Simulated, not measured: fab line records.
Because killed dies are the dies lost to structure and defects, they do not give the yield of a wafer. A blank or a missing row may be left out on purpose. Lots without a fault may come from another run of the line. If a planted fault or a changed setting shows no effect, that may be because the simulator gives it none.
Chamber matching    flow nandHarc    3 sister chambers for NHARC_A_STAIRCASE_DEP_471 on pecvd-03
The step deposits SiO2, target thk 100 nm. 20 wafers are shown with their chamber, then 10 later ones without.

## WAFERS WITH THEIR CHAMBER
wafer   chamber  heaterPowerW (W)  throttleValvePct (%)
L081.1  0        684               15.7
L081.2  2        402               15.6
L081.3  1        529               15.7
L087.1  1        524               15.3
L087.3  0        592               15.1
L087.4  2        481               15.5
L089.2  0        481               15.1
L089.3  1        591               15.3
L089.6  2        405               15.5
L091.1  2        454               15.6
L091.4  1        643               15.1
L091.6  0        573               15.2
L090.3  0        505               15.4
L090.5  0        510               15.1
L090.6  1        661               15.5
L093.1  2        391               15.7
L093.4  0        596               15.0
L093.5  1        639               15.4
L094.1  2        450               15.5
L094.3  0        618               15.0

SIGNATURES (means of the wafers above)
reading           chamber 0  chamber 1  chamber 2  scatter within a chamber
heaterPowerW      569.88     597.83     430.50     57.7
throttleValvePct  15.200     15.383     15.567     0.194
Rule: for a wafer and a chamber, the distance is found by dividing, reading by reading, the gap between the wafer's reading and the chamber's mean by the reading's scatter, squaring, summing and taking the root. If the next closest chamber is less than 2 further off than the closest, the wafer can't be placed; otherwise it belongs to the closest. The scatter: the root of (the sum of the squares of (reading less its chamber's mean) over the shown wafers, divided by (wafers less chambers)).

## WAFERS WITH NO CHAMBER GIVEN
wafer   heaterPowerW (W)  throttleValvePct (%)
L094.5  572               15.4
L095.2  383               15.6
L095.4  400               15.8
L095.5  578               15.1
L096.1  520               15.2
L096.4  598               15.4
L096.5  409               15.7
L097.2  499               15.5
L097.3  564               15.3
L097.6  483               15.9

## EACH ONE'S CHAMBER
wafer   from the rows above           in truth
L094.5  can't be placed: 1 or 0       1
L095.2  2                             2
L095.4  2                             2
L095.5  can't be placed: 0 or 1       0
L096.1  can't be placed: 0 or 1 or 2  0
L096.4  can't be placed: 1 or 0       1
L096.5  2                             2
L097.2  can't be placed: 2 or 1 or 0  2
L097.3  can't be placed: 0 or 1       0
L097.6  can't be placed: 2 or 1 or 0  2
3 of 10 placed correctly. Cannot be placed on the basis of these rows: 7; the candidates contain the true chamber in 7. Wrongly placed: 0.
